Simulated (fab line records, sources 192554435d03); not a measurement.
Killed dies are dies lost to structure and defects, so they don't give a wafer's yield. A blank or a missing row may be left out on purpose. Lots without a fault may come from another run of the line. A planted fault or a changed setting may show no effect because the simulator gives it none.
Which tool did it? | flow n5_finfet | 11 lots, 32 wafers sampled, at 2 steps of a route of 1938

WHAT THE GAUGES READ, wafer by wafer
N5_PASSIVATION_OVL_MEAS_63. Usual: PAD_OVL -3 nm, standard deviation 5.6.
lot  | measured     | on         | PAD_OVL (nm) | flag
L747 | day 12 10:39 | overlay-02 | 2 8 0        |
L749 | day 12 10:19 | overlay-01 | -4 -4 -8     |
L756 | day 13 17:31 | overlay-02 | -6 -10 -15   |
L758 | day 14 12:15 | overlay-01 | -21 -7 -14   |
L757 | day 15 00:30 | overlay-01 | 0 -10 -7     |
L759 | day 15 00:43 | overlay-02 | -11 1 -5     |
L760 | day 15 04:36 | overlay-01 | -3 1 1       |
L763 | day 16 13:46 | overlay-01 | 2 -3 -1      |
L767 | day 17 00:47 | overlay-01 | 0 -9 -4      |
L765 | day 17 05:50 | overlay-02 | 2 1          |
L770 | day 17 17:32 | overlay-02 | 0 -13 -6     |

WHICH TOOL RAN EACH LOT (tool, then ch and the chambers of the sampled wafers, then the start)
lot  | N5_BEOL_M13_SPUTTER_44
L747 | pvd_sputter-02, day 11 10:46
L749 | pvd_sputter-02, day 11 11:46
L756 | pvd_sputter-03, day 12 21:00
L758 | pvd_sputter-03, day 13 16:16
L757 | pvd_sputter-03, day 14 02:47
L759 | pvd_sputter-03, day 14 05:14
L760 | pvd_sputter-02, day 14 07:59
L763 | pvd_sputter-01, day 15 11:00
L767 | pvd_sputter-01, day 16 02:27
L765 | pvd_sputter-02, day 16 02:29
L770 | pvd_sputter-01, day 16 13:51
- N5_BEOL_M13_SPUTTER_44: material Ta, target thk 10 nm, time 16.13 s.

WHAT THE TOOLS THEMSELVES READ (means of the sampled wafers that have a number; where no wafer has one, the mark that the record gives instead)
N5_BEOL_M13_SPUTTER_44. Usual: susceptor_temp_C 50.00 C, standard deviation 0.11; throttle_valve_pct 30.0 %, standard deviation 0.92.
lot  | tool           | susceptor_temp_C (C) | throttle_valve_pct (%) | flag
L747 | pvd_sputter-02 | 49.95                | 30.3                   |
L749 | pvd_sputter-02 | 49.96                | 30.2                   |
L756 | pvd_sputter-03 | 50.06                | 30.6                   |
L758 | pvd_sputter-03 | 50.04                | 29.4                   |
L757 | pvd_sputter-03 | 50.04                | 30.4                   |
L759 | pvd_sputter-03 | 50.02                | 30.2                   |
L760 | pvd_sputter-02 | 49.94                | 30.3                   |
L763 | pvd_sputter-01 | 50.03                | 29.5                   |
L767 | pvd_sputter-01 | 50.02                | 30.1                   |
L765 | pvd_sputter-02 | 50.00                | 30.2                   |
L770 | pvd_sputter-01 | 50.09                | 28.6                   |

THE ANSWER, worked out from the rows above alone
Rule: a lot is off if the mean of its wafers that have a number lies more than 3 standard deviations from the usual mean. A lot without any number at a reading at which 4 lots or more have one is off too. The other lots that the step has rows for count as sound. The gauges are gone through in route order, then the tools' own readings, and for those a lot's mean is taken as printed above. The first step at which some lot is off is used, and at that step the reading that is off furthest; a lot without a number counts as furthest.
No lot is off at any reading shown: from this, nothing can be told.

WHAT THE SIMULATOR HAD PUT IN
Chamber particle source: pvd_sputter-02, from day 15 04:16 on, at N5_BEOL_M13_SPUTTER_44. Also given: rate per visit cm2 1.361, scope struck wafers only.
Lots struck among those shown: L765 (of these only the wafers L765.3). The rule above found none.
